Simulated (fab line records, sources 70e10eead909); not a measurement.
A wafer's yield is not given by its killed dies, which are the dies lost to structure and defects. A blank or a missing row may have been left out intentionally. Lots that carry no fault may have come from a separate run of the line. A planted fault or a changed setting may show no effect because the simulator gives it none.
Which tool did it? -- flow nandHarc -- 12 lots with 36 wafers sampled at 3 steps, on a route of 1302 steps

== WHAT THE GAUGES SHOWED, per wafer ==
NHARC_P_M1_OVL_MEAS_10: pitch 260 nm.
lot,measured,on,overlayXNm (nm)
L075,day 6 14:20,overlay-01,0.9 0.7 0.0
L077,day 7 10:08,overlay-01,0.3 0.6 0.2
L079,day 8 07:26,overlay-01,-0.1 -0.4 0.0
L081,day 9 03:08,overlay-01,-0.1 -0.2 -0.3
L083,day 9 18:52,overlay-02,-0.3 -1.0 0.1
L085,day 11 02:54,overlay-01,-1.7 -1.8 -1.6
L087,day 11 15:35,overlay-02,0.9 0.9 1.0
L088,day 12 07:28,overlay-01,-0.3 0.1 -0.6
L091,day 13 09:04,overlay-01,-0.8 -0.9 -1.1
L093,day 14 10:34,overlay-01,0.7 0.8 0.7
L094,day 14 22:08,overlay-01,1.9 1.8 1.8
L097,day 15 21:46,overlay-01,-0.2 -0.6 -0.4

== WHAT TOOL EACH LOT RAN ON (gives the tool, then ch and the chambers of the sampled wafers, and finally the start) ==
lot,NHARC_P_CONTACT_CMP_24,NHARC_P_M0_DESCUM_14
L075,"cmp-04 ch 0,1, day 6 08:50","rieDiel-03 ch 2,3, day 6 10:18"
L077,"cmp-01 ch 0,3, day 7 04:47","rieDiel-03 ch 1,2,3, day 7 06:19"
L079,"cmp-02 ch 0,3, day 8 02:00","rieDiel-03 ch 2,3, day 8 03:28"
L081,"cmp-02 ch 0,1, day 8 21:25","rieDiel-10 ch 2,3, day 8 22:54"
L083,"cmp-02 ch 0,1, day 9 13:01","rieDiel-10 ch 2,3, day 9 14:40"
L085,"cmp-01 ch 0,3, day 10 21:41","rieDiel-03 ch 0,2,3, day 10 23:02"
L087,"cmp-04 ch 0,3, day 11 09:36","rieDiel-03 ch 2,3, day 11 11:06"
L088,"cmp-01 ch 1,2,3, day 12 02:01","rieDiel-10 ch 0,2,3, day 12 03:23"
L091,"cmp-04 ch 0,2,3, day 13 03:20","rieDiel-03 ch 0,1,2, day 13 04:51"
L093,"cmp-02 ch 0,2,3, day 14 04:57","rieDiel-03 ch 0,3, day 14 06:44"
L094,"cmp-02 ch 1,3, day 14 16:20","rieDiel-03 ch 0,1, day 14 18:02"
L097,"cmp-02 ch 0,2,3, day 15 16:10","rieDiel-03 ch 0,2, day 15 17:32"
- NHARC_P_CONTACT_CMP_24: polishes, t overpolish 30 s, target thk 200 nm.
- NHARC_P_M0_DESCUM_14: chemistry O2, time 3 s.

== THE ANSWER, worked out from the rows above alone ==
Rule: what is usual is taken from the lots themselves. The widest of any qualifying gaps counts: lots, ordered by their means at a reading, are off when they make up no more than a third of the lots, leave a main group of 4 or more, and stand apart from it by 3 or more times the standard deviation of that group's means. Not used: any main group whose means are identical at the precision the tables above print for the reading. Also off: a lot with no number at a reading for which 4 or more lots have one. All remaining lots with rows at the step are treated as sound.
No lot is off on any of the readings shown, so nothing can be concluded from this.

== WHAT THE SIMULATOR HAD INSERTED ==
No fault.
